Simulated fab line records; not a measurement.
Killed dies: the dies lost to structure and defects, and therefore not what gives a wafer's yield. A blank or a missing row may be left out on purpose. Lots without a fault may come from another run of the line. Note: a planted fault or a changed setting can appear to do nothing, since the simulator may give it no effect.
Which tool is to blame? | flow n5-finfet | 72 wafers from 24 lots sampled at 6 of the route's 1938 steps

## WHAT EACH GAUGE READ, for each wafer
N5_BEOL_M13_OCD_MEAS_35. Usual: 413 nm for trench-depth-nm, sd 5.8.
lot  | measured     | on     | trench-depth-nm (nm) | flag
L074 | day 12 15:48 | ocd-01 | 424 413 408          |
L075 | day 12 16:48 | ocd-01 | 405 408 404          |
L076 | day 12 19:53 | ocd-02 | 410 423 412          |
L079 | day 12 20:19 | ocd-01 | 422 403 414          |
L082 | day 13 06:20 | ocd-02 | 409 405 419          |
L081 | day 13 08:13 | ocd-02 | 408 411 412          |
L077 | day 13 09:11 | ocd-02 | 414 424 425          |
L080 | day 13 13:17 | ocd-02 | 413 423 425          |
L078 | day 14 08:44 | ocd-01 | 415 414 416          |
L084 | day 14 15:46 | ocd-01 | 404 411 408          |
L083 | day 14 18:25 | ocd-02 | 413 412 423          |
L086 | day 14 18:27 | ocd-01 | 413 411 412          |
L085 | day 14 18:57 | ocd-02 | 411 421 410          |
L089 | day 15 15:19 | ocd-01 | 420 411 411          |
L088 | day 15 16:31 | ocd-02 | 410 410 421          |
L087 | day 15 18:03 | ocd-01 | 411 415 413          |
L090 | day 16 00:06 | ocd-01 | 403 418 416          |
L091 | day 16 10:58 | ocd-01 | 415 398 401          |
L092 | day 16 14:41 | ocd-02 | 412 413 410          |
L094 | day 16 15:04 | ocd-01 | 410 421 421          |
L093 | day 16 17:51 | ocd-01 | 417 415 401          |
L095 | day 17 08:26 | ocd-01 | 415 412 413          |
L096 | day 17 16:13 | ocd-02 | 416 410 415          |
L097 | day 17 20:41 | ocd-01 | 414 416 416          |

N5_BEOL_M15_THK_MEAS_50: measures by xrf. Usual: M15_THK gives 836 nm (standard deviation 19).
lot  | measured     | on            | M15_THK (nm) | flag
L074 | day 13 13:00 | film-metro-01 | 852 838 840  |
L075 | day 13 15:10 | film-metro-02 | 836 870 840  |
L076 | day 13 15:26 | film-metro-02 | 848 851 855  |
L079 | day 13 18:10 | film-metro-01 | 813 794 785  |
L082 | day 14 05:25 | film-metro-02 | 806 802 832  |
L081 | day 14 07:44 | film-metro-02 | 859 851 808  |
L077 | day 14 07:10 | film-metro-01 | 855 809 819  |
L080 | day 14 17:40 | film-metro-02 | 834 838 841  |
L078 | day 15 05:46 | film-metro-02 | 844 835 857  |
L084 | day 15 06:19 | film-metro-02 | 825 851 863  |
L083 | day 15 13:07 | film-metro-01 | 842 786 809  |
L086 | day 15 15:55 | film-metro-02 | 860 845 831  |
L085 | day 15 16:12 | film-metro-01 | 816 849 843  |
L089 | day 16 11:25 | film-metro-02 | 798 857 802  |
L088 | day 16 12:11 | film-metro-02 | 851 829 852  |
L087 | day 16 14:42 | film-metro-02 | 840 873 860  |
L090 | day 16 20:58 | film-metro-01 | 840 787 832  |
L091 | day 17 09:31 | film-metro-01 | 837 819 818  |
L092 | day 17 09:09 | film-metro-02 | 858 847 861  |
L094 | day 17 09:29 | film-metro-02 | 846 835 853  |
L093 | day 17 12:47 | film-metro-02 | 845 834 834  |
L095 | day 17 22:47 | film-metro-02 | 876 857 831  |
L096 | day 18 12:46 | film-metro-02 | 844 826 820  |
L097 | day 18 13:10 | film-metro-01 | 832 843 822  |

N5_MIM_BOT_LITHO_INSPECT_12: inspects for defects (macro). Usual: 1.8 for raw-defect-count, sd 1.3.
lot  | measured     | on                | raw-defect-count | flag
L074 | day 13 18:34 | defect-inspect-02 | 1 1 2            |
L075 | day 13 21:34 | defect-inspect-02 | 5 2 2            |
L076 | day 13 21:48 | defect-inspect-01 | 0 1 0            |
L079 | day 13 23:26 | defect-inspect-02 | 3 1 2            |
L082 | day 14 09:22 | defect-inspect-02 | 1 4 2            |
L081 | day 14 13:04 | defect-inspect-02 | 3 1 3            |
L077 | day 14 12:46 | defect-inspect-02 | 0 1 1            |
L080 | day 14 22:59 | defect-inspect-01 | 3 2 2            |
L078 | day 15 09:47 | defect-inspect-01 | 3 3 2            |
L084 | day 15 09:49 | defect-inspect-02 | 0 1 3            |
L083 | day 15 16:44 | defect-inspect-02 | 3 2 1            |
L086 | day 15 22:22 | defect-inspect-01 | 1 1 3            |
L085 | day 15 22:05 | defect-inspect-02 | 3 1 5            |
L089 | day 16 17:43 | defect-inspect-01 | 0 1 1            |
L088 | day 16 19:55 | defect-inspect-01 | 3 3 1            |
L087 | day 16 23:34 | defect-inspect-01 | 1 2 1            |
L090 | day 17 01:26 | defect-inspect-02 | 1 3 1            |
L091 | day 17 16:22 | defect-inspect-01 | 4 1 2            |
L092 | day 17 15:59 | defect-inspect-01 | 3 5 3            |
L094 | day 17 16:12 | defect-inspect-01 | 2 2 2            |
L093 | day 17 19:27 | defect-inspect-02 | 1 3 2            |
L095 | day 18 04:02 | defect-inspect-02 | 0 0 3            |
L096 | day 18 16:32 | defect-inspect-02 | 2 5 1            |
L097 | day 18 18:35 | defect-inspect-02 | 0 1 3            |

## TOOL THAT RAN EACH LOT (tool first, then ch and the chambers of the sampled wafers, then the start)
lot  | N5_BEOL_M13_STRIP_37                 | N5_BEOL_M14_STRIP_63                          | N5_BEOL_M14_DEP_53
L074 | plasma-asher-01 ch 0,1, day 12 15:52 | rie-diel-01 ch 0,1,2, day 13 02:32 or earlier | pecvd-03 ch 1,2, day 13 02:32
L075 | plasma-asher-01 ch 0,1, day 12 16:52 | rie-diel-03 ch 0,1,2, day 13 06:29 or earlier | pecvd-03 ch 0,2, day 13 06:29
L076 | plasma-asher-01 ch 0,1, day 12 19:55 | rie-diel-06 ch 0,3, day 13 09:05 or earlier   | pecvd-03 ch 0,1,2, day 13 09:05
L079 | plasma-asher-02 ch 0, day 12 20:23   | rie-diel-06 ch 0,2,3, day 13 09:41 or earlier | pecvd-02 ch 0,2, day 13 09:41
L082 | plasma-asher-01 ch 0,1, day 13 06:22 | rie-diel-03 ch 1,2, day 13 21:05 or earlier   | pecvd-03 ch 1,2, day 13 21:05
L081 | plasma-asher-01 ch 0,1, day 13 08:15 | rie-diel-03 ch 0,2,3, day 14 00:52 or earlier | pecvd-03 ch 0,2, day 14 00:52
L077 | plasma-asher-01 ch 1, day 13 09:14   | rie-diel-06 ch 1,2, day 13 22:10 or earlier   | pecvd-03 ch 1,2, day 13 22:10
L080 | plasma-asher-01 ch 0,1, day 13 13:20 | rie-diel-06 ch 0,2, day 14 12:18 or earlier   | pecvd-02 ch 0,1, day 14 12:18
L078 | plasma-asher-02 ch 0, day 14 08:52   | rie-diel-06 ch 1,2,3, day 14 16:08 or earlier | pecvd-02 ch 1,2, day 14 16:08
L084 | plasma-asher-02 ch 0,1, day 14 15:48 | rie-diel-03 ch 0,3, day 15 00:11 or earlier   | pecvd-04 ch 1,2, day 15 00:11
L083 | plasma-asher-02 ch 0,1, day 14 18:28 | rie-diel-06 ch 0,1, day 15 05:49 or earlier   | pecvd-02 ch 0,1,2, day 15 05:49
L086 | plasma-asher-01 ch 0,1, day 14 18:29 | rie-diel-06 ch 0,1,2, day 15 08:11 or earlier | pecvd-03 ch 0,1,2, day 15 08:11
L085 | plasma-asher-02 ch 0,1, day 14 18:59 | rie-diel-01 ch 0,3, day 15 09:46 or earlier   | pecvd-02 ch 0,1,2, day 15 09:46
L089 | plasma-asher-02 ch 0, day 15 15:21   | rie-diel-03 ch 0,2, day 16 04:15 or earlier   | pecvd-04 ch 0,1, day 16 04:15
L088 | plasma-asher-02 ch 0,1, day 15 16:34 | rie-diel-03 ch 0,1,3, day 16 05:05 or earlier | pecvd-04 ch 0,1,2, day 16 05:05
L087 | plasma-asher-01 ch 0,1, day 15 18:07 | rie-diel-03 ch 1,2,3, day 16 07:40 or earlier | pecvd-03 ch 0,1, day 16 07:40
L090 | plasma-asher-01 ch 0,1, day 16 00:08 | rie-diel-03 ch 2,3, day 16 15:09 or earlier   | pecvd-04 ch 0,1, day 16 15:09
L091 | plasma-asher-02 ch 0,1, day 16 11:00 | rie-diel-06 ch 0,1,3, day 17 00:35 or earlier | pecvd-04 ch 0,2, day 17 00:35
L092 | plasma-asher-01 ch 0,1, day 16 14:44 | rie-diel-03 ch 0,2, day 17 00:38 or earlier   | pecvd-02 ch 1,2, day 17 00:38
L094 | plasma-asher-01 ch 0,1, day 16 15:07 | rie-diel-01 ch 0,1,2, day 17 01:20 or earlier | pecvd-04 ch 0,1,2, day 17 01:20
L093 | plasma-asher-01 ch 0,1, day 16 17:53 | rie-diel-01 ch 1,3, day 17 03:40 or earlier   | pecvd-04 ch 0,1, day 17 03:40
L095 | plasma-asher-02 ch 0,1, day 17 08:29 | rie-diel-01 ch 0,3, day 17 16:27 or earlier   | pecvd-02 ch 0,1,2, day 17 16:27
L096 | plasma-asher-02 ch 0,1, day 17 16:15 | rie-diel-01 ch 0,1,3, day 18 03:16 or earlier | pecvd-04 ch 0,1, day 18 03:16
L097 | plasma-asher-01 ch 0,1, day 17 20:43 | rie-diel-06 ch 1,2,3, day 18 04:44 or earlier | pecvd-04 ch 1,2, day 18 04:44
- N5_BEOL_M13_STRIP_37: strips in N2/H2.
- N5_BEOL_M14_STRIP_63: strips in O2.
- N5_BEOL_M14_DEP_53: deposits SiCN from 3MS/NH3, target thk 50 nm, time 17.8 s.

## AS READ BY THE TOOLS THEMSELVES (means over the sampled wafers that have a number; for cases with no such wafer, the mark the record gives instead)
N5_BEOL_M13_STRIP_37. Usual: drypump-motor-current-A 5.5 A, standard deviation 0.55; heater-power-w 337 W, standard deviation 10; oes-product-au 0.783 a.u., standard deviation 0.011.
lot  | tool            | drypump-motor-current-A (A) | heater-power-w (W) | oes-product-au (a.u.) | flag
L074 | plasma-asher-01 | 5.0                         | 333                | 0.785                 |
L075 | plasma-asher-01 | 5.1                         | 333                | 0.785                 |
L076 | plasma-asher-01 | 5.3                         | 344                | 0.791                 |
L079 | plasma-asher-02 | 6.2                         | 336                | 0.780                 |
L082 | plasma-asher-01 | 5.4                         | 337                | 0.781                 |
L081 | plasma-asher-01 | 5.4                         | 340                | 0.785                 |
L077 | plasma-asher-01 | 4.7                         | 326                | 0.774                 |
L080 | plasma-asher-01 | 5.0                         | 337                | 0.791                 |
L078 | plasma-asher-02 | 6.2                         | 331                | 0.790                 |
L084 | plasma-asher-02 | 6.1                         | 333                | 0.790                 |
L083 | plasma-asher-02 | 6.1                         | 334                | 0.787                 |
L086 | plasma-asher-01 | 5.1                         | 331                | 0.784                 |
L085 | plasma-asher-02 | 6.1                         | 338                | 0.775                 |
L089 | plasma-asher-02 | 6.2                         | 335                | 0.786                 |
L088 | plasma-asher-02 | 6.1                         | 339                | 0.783                 |
L087 | plasma-asher-01 | 5.4                         | 338                | 0.783                 |
L090 | plasma-asher-01 | 5.4                         | 344                | 0.785                 |
L091 | plasma-asher-02 | 6.1                         | 334                | 0.779                 |
L092 | plasma-asher-01 | 5.1                         | 333                | 0.775                 |
L094 | plasma-asher-01 | 5.0                         | 336                | 0.782                 |
L093 | plasma-asher-01 | 5.1                         | 332                | 0.778                 |
L095 | plasma-asher-02 | 5.9                         | 341                | 0.783                 |
L096 | plasma-asher-02 | 6.1                         | 337                | 0.788                 |
L097 | plasma-asher-01 | 5.0                         | 332                | 0.786                 |

N5_BEOL_M14_STRIP_63. Usual: drypump-motor-current-A 5.7 A, standard deviation 0.42; oes-product-au 0.82 a.u., standard deviation 0.072; rf-vpp-V 3.6 V, standard deviation 0.87; showerhead-plenum-p-Torr 2.08 Torr, standard deviation 0.075; throttle-valve-pct 16.65 %, standard deviation 0.2.
lot  | tool        | drypump-motor-current-A (A) | oes-product-au (a.u.) | rf-vpp-V (V) | showerhead-plenum-p-Torr (Torr) | throttle-valve-pct (%) | flag
L074 | rie-diel-01 | 5.7                         | 0.88                  | 3.5          | 2.06                            | 16.68                  |
L075 | rie-diel-03 | 5.6                         | 0.82                  | 3.0          | 2.13                            | 16.56                  |
L076 | rie-diel-06 | 5.8                         | 0.82                  | 3.4          | 2.02                            | 16.47                  |
L079 | rie-diel-06 | 5.6                         | 0.85                  | 3.8          | 2.06                            | 16.64                  |
L082 | rie-diel-03 | 5.9                         | 0.87                  | 4.0          | 2.18                            | 16.49                  |
L081 | rie-diel-03 | 5.6                         | 0.78                  | 3.1          | 2.11                            | 16.77                  |
L077 | rie-diel-06 | 5.5                         | 0.92                  | 3.5          | 2.07                            | 16.59                  |
L080 | rie-diel-06 | 5.5                         | 0.78                  | 4.1          | 2.03                            | 16.54                  |
L078 | rie-diel-06 | 5.5                         | 0.89                  | 4.1          | 2.08                            | 16.70                  |
L084 | rie-diel-03 | 5.6                         | 0.72                  | 4.2          | 2.07                            | 16.89                  |
L083 | rie-diel-06 | 5.8                         | 0.80                  | 4.4          | 2.00                            | 16.41                  |
L086 | rie-diel-06 | 5.5                         | 0.82                  | 4.0          | 2.05                            | 16.59                  |
L085 | rie-diel-01 | 5.3                         | 0.85                  | 3.6          | 2.04                            | 16.61                  |
L089 | rie-diel-03 | 5.4                         | 0.74                  | 3.5          | 2.06                            | 16.70                  |
L088 | rie-diel-03 | 5.6                         | 0.75                  | 3.1          | 2.07                            | 16.70                  |
L087 | rie-diel-03 | 5.8                         | 0.82                  | 3.6          | 2.16                            | 16.71                  |
L090 | rie-diel-03 | 5.8                         | 0.78                  | 3.5          | 2.15                            | 16.89                  |
L091 | rie-diel-06 | 5.8                         | 0.82                  | 3.3          | 2.03                            | 16.60                  |
L092 | rie-diel-03 | 5.6                         | 0.90                  | 2.8          | 2.23                            | 16.57                  |
L094 | rie-diel-01 | 5.7                         | 0.83                  | 4.5          | 2.05                            | 16.75                  |
L093 | rie-diel-01 | 6.3                         | 0.81                  | 3.6          | 2.04                            | 16.53                  |
L095 | rie-diel-01 | 5.2                         | 0.82                  | 3.3          | 2.03                            | 16.63                  |
L096 | rie-diel-01 | 5.7                         | 0.81                  | 3.5          | 2.03                            | 16.61                  |
L097 | rie-diel-06 | 5.6                         | 0.84                  | 3.6          | 2.07                            | 16.76                  |

N5_BEOL_M14_DEP_53. Usual: showerhead-plenum-p-Torr 4.164 Torr, standard deviation 0.024; throttle-valve-pct 17.9 %, standard deviation 0.56.
lot  | tool     | showerhead-plenum-p-Torr (Torr) | throttle-valve-pct (%) | flag
L074 | pecvd-03 | 4.175                           | 17.6                   |
L075 | pecvd-03 | 4.153                           | 17.4                   |
L076 | pecvd-03 | 4.158                           | 17.8                   |
L079 | pecvd-02 | 4.176                           | 17.8                   |
L082 | pecvd-03 | 4.178                           | 17.7                   |
L081 | pecvd-03 | 4.163                           | 17.3                   |
L077 | pecvd-03 | 4.169                           | 18.3                   |
L080 | pecvd-02 | 4.159                           | 18.1                   |
L078 | pecvd-02 | 4.170                           | 18.1                   |
L084 | pecvd-04 | 4.159                           | 17.6                   |
L083 | pecvd-02 | 4.165                           | 18.0                   |
L086 | pecvd-03 | 4.159                           | 18.0                   |
L085 | pecvd-02 | 4.170                           | 18.0                   |
L089 | pecvd-04 | 4.167                           | 18.0                   |
L088 | pecvd-04 | 4.160                           | 17.8                   |
L087 | pecvd-03 | 4.151                           | 18.5                   |
L090 | pecvd-04 | 4.150                           | 17.6                   |
L091 | pecvd-04 | 4.184                           | 18.2                   |
L092 | pecvd-02 | 4.166                           | 18.2                   |
L094 | pecvd-04 | 4.166                           | 17.7                   |
L093 | pecvd-04 | 4.143                           | 17.7                   |
L095 | pecvd-02 | 4.171                           | 18.1                   |
L096 | pecvd-04 | 4.149                           | 17.6                   |
L097 | pecvd-04 | 4.139                           | 17.4                   |

## THE ANSWER, worked out from the rows above alone
Rule: take the mean of a lot's wafers that have a number; if it is more than 3 standard deviations from the usual mean, the lot is off. A lot without any number at a reading at which 4 lots or more have one is off too. All remaining lots with rows at the step are treated as sound. Order of review: gauges by route order, followed by the tools' own readings, for which a lot's mean as printed above is used. The first step at which some lot is off is used, and at that step the reading that is off furthest; a lot without a number counts as furthest.
Nothing can be told from this: no lot is off at any reading shown.

## WHAT THE SIMULATOR HAD PUT IN
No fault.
